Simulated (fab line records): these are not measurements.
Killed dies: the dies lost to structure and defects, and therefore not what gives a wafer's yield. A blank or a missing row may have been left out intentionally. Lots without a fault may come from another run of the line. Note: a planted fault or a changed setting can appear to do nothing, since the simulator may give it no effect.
Matching of chambers ; flow nand harc ; NHARC_A_WL_FILL_ALD_10 on ald hk-03: 4 sister chambers
The step deposits SiO2, target thk 50 nm, pulse time 10 s, ald cycles 500. 16 wafers are shown with their chamber, then 8 later ones without.

== WAFERS, EACH WITH ITS CHAMBER ==
wafer;chamber;heater power w (W);heater power outer w (W);precursor pulse height rel
L306.1;1;411;219;0.985
L306.2;3;498;262;0.995
L306.4;0;484;294;0.992
L311.3;2;400;231;1.009
L311.2;1;407;228;1.017
L311.6;3;497;275;1.022
L313.4;3;527;276;0.998
L313.1;1;425;234;0.954
L313.3;2;414;233;0.993
L318.1;3;533;273;1.020
L318.3;2;411;228;1.005
L318.5;0;481;287;1.043
L322.4;3;531;285;1.020
L322.1;1;425;239;1.001
L322.6;3;515;293;1.030
L323.1;2;418;231;0.967

SIGNATURES, as means of the wafers listed above
reading;chamber 0;chamber 1;chamber 2;chamber 3;scatter within a chamber
heater power w;482.50;417.00;410.75;516.83;12.1
heater power outer w;290.50;230.00;230.75;277.33;8.29
precursor pulse height rel;1.01750;0.98925;0.99350;1.01417;0.0215
Rule: a wafer lies at a distance from a chamber equal to the root of the sum of squares, over the readings, of (its reading less the chamber's mean, divided by the reading's scatter). The wafer belongs to the nearest chamber; if the next one is less than 2 further off, it can't be placed. The scatter: the root of (the sum of the squares of (reading less its chamber's mean) over the shown wafers, divided by (wafers less chambers)).

== WAFERS MISSING THEIR CHAMBER ==
wafer;heater power w (W);heater power outer w (W);precursor pulse height rel
L323.2;481;286;0.988
L323.6;519;288;1.011
L325.3;416;230;1.048
L325.5;523;294;0.991
L325.6;480;293;0.960
L327.3;413;225;1.014
L327.4;417;234;1.006
L327.6;528;287;1.045

== WHICH CHAMBER EACH WENT THROUGH ==
wafer;from the rows above;in truth
L323.2;can't be placed: 0 or 3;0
L323.6;can't be placed: 3 or 0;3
L325.3;can't be placed: 2 or 1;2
L325.5;can't be placed: 3 or 0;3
L325.6;can't be placed: 0 or 3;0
L327.3;can't be placed: 2 or 1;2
L327.4;can't be placed: 2 or 1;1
L327.6;can't be placed: 3 or 0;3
Correctly placed: 0 of 8. Can't be placed from these rows: 8 (the true chamber is among the candidates in 8). 0 placed wrongly.
